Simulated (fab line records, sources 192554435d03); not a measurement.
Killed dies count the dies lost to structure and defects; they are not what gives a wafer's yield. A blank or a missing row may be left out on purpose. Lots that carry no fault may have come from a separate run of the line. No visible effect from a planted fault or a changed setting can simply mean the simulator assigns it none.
What tool caused it? + flow n5-finfet + 11 lots, 33 wafers sampled, at 4 steps of a route of 1938

## WHAT THE GAUGES SHOWED, per wafer
N5_BEOL_M15_INSPECT_12: inspects for defects (macro).
| lot  | measured     | on                | raw-defect-count |
|------|--------------|-------------------|------------------|
| L620 | day 11 19:14 | defect-inspect-02 | 3 1 4            |
| L622 | day 12 09:33 | defect-inspect-01 | 6 3 0            |
| L624 | day 12 17:58 | defect-inspect-02 | 1 3 0            |
| L625 | day 12 22:58 | defect-inspect-01 | 0 1 3            |
| L626 | day 12 23:29 | defect-inspect-02 | 2 3 0            |
| L629 | day 13 22:52 | defect-inspect-02 | 1 4 1            |
| L630 | day 14 04:41 | defect-inspect-02 | 1 4 2            |
| L634 | day 14 23:31 | defect-inspect-01 | 4 1 1            |
| L635 | day 15 02:38 | defect-inspect-01 | 0 3 1            |
| L636 | day 16 00:47 | defect-inspect-02 | 3 0 3            |
| L639 | day 16 08:40 | defect-inspect-01 | 2 4 3            |

N5_BEOL_M15_CD_MEAS_28: target cd 407.6 nm.
| lot  | measured     | on        | cd-nm (nm)        |
|------|--------------|-----------|-------------------|
| L620 | day 11 20:40 | cd-sem-02 | 405.4 406.7 405.4 |
| L622 | day 12 11:13 | cd-sem-01 | 407.0 406.7 406.6 |
| L624 | day 12 20:26 | cd-sem-01 | 407.0 408.7 408.1 |
| L625 | day 13 00:24 | cd-sem-01 | 407.1 406.8 406.4 |
| L626 | day 13 00:54 | cd-sem-02 | 408.2 408.8 408.7 |
| L629 | day 14 00:21 | cd-sem-02 | 406.7 407.7 405.8 |
| L630 | day 14 06:23 | cd-sem-03 | 406.6 406.3 407.1 |
| L634 | day 15 01:03 | cd-sem-01 | 411.1 410.8 410.5 |
| L635 | day 15 04:12 | cd-sem-02 | 409.2 407.5 407.5 |
| L636 | day 16 02:35 | cd-sem-01 | 407.1 406.4 406.5 |
| L639 | day 16 10:04 | cd-sem-02 | 407.9 409.8 410.3 |

N5_BEOL_M15_OVL_MEAS_29.
| lot  | measured     | on         | M15_OVL (nm) |
|------|--------------|------------|--------------|
| L620 | day 11 20:42 | overlay-02 | -2 -2 5      |
| L622 | day 12 11:15 | overlay-01 | -2 8 0       |
| L624 | day 12 20:28 | overlay-02 | -1 -1 -6     |
| L625 | day 13 00:26 | overlay-01 | 62 59 59     |
| L626 | day 13 00:56 | overlay-01 | 61 61 55     |
| L629 | day 14 00:23 | overlay-02 | 3 3 -2       |
| L630 | day 14 06:25 | overlay-02 | -5 -9 -2     |
| L634 | day 15 01:05 | overlay-01 | 1 0 2        |
| L635 | day 15 04:14 | overlay-02 | -8 1 -3      |
| L636 | day 16 02:37 | overlay-02 | 4 -3 -1      |
| L639 | day 16 10:06 | overlay-02 | -5 -9 -11    |

## TOOL THAT RAN EACH LOT (tool first, then ch and the chambers of the sampled wafers, then the start)
| lot  | N5_BEOL_M15_EXPOSE_25             |
|------|-----------------------------------|
| L620 | krf-scanner-02 ch 0, day 11 20:31 |
| L622 | krf-scanner-01 ch 0, day 12 11:02 |
| L624 | krf-scanner-01 ch 0, day 12 20:16 |
| L625 | krf-scanner-01 ch 0, day 13 00:14 |
| L626 | krf-scanner-01 ch 0, day 13 00:44 |
| L629 | krf-scanner-02 ch 0, day 14 00:11 |
| L630 | krf-scanner-02 ch 0, day 14 06:12 |
| L634 | krf-scanner-02 ch 0, day 15 00:53 |
| L635 | krf-scanner-02 ch 0, day 15 04:01 |
| L636 | krf-scanner-02 ch 0, day 16 02:25 |
| L639 | krf-scanner-02 ch 0, day 16 09:53 |
- N5_BEOL_M15_EXPOSE_25: exposes mask M15, target cd 400 nm.

## AS READ BY THE TOOLS THEMSELVES (means over the sampled wafers that have a number; for cases with no such wafer, the mark the record gives instead)
The record holds no such reading with a usual standard deviation.

## THE ANSWER, worked out from the rows above alone
Rule: the lots themselves supply what counts as usual. The widest of any qualifying gaps counts: lots, ordered by their means at a reading, are off when they make up no more than a third of the lots, leave a main group of 4 or more, and stand apart from it by 3 or more times the standard deviation of that group's means. The tables above print the reading to a certain number of digits; a main group whose means all agree to those digits is not used. Also off: a lot with no number at a reading for which 4 or more lots have one. All remaining lots with rows at the step are treated as sound. After the gauges, taken in route order, come the tools' own readings; for these a lot's mean is taken, as printed above. The first step at which some lot is off is used, and at that step the reading that is off furthest; a lot without a number counts as furthest.
Off: L625, L626, at N5_BEOL_M15_OVL_MEAS_29 (M15_OVL). Main group: mean -2 nm, sd 3.3.
If a tool, at a process step before that reading, ran all the lots that are off and no sound lot after the first of them, it fits. The gauges at N5_BEOL_M15_OVL_MEAS_29 are tried like those tools. One candidate fits, namely krf-scanner-01 at N5_BEOL_M15_EXPOSE_25. A fault onset in the window from L624 (day 12 20:16, its last sound lot) to L625 (day 13 00:14, its first lot off) fits.

## WHAT THE SIMULATOR HAD INSERTED
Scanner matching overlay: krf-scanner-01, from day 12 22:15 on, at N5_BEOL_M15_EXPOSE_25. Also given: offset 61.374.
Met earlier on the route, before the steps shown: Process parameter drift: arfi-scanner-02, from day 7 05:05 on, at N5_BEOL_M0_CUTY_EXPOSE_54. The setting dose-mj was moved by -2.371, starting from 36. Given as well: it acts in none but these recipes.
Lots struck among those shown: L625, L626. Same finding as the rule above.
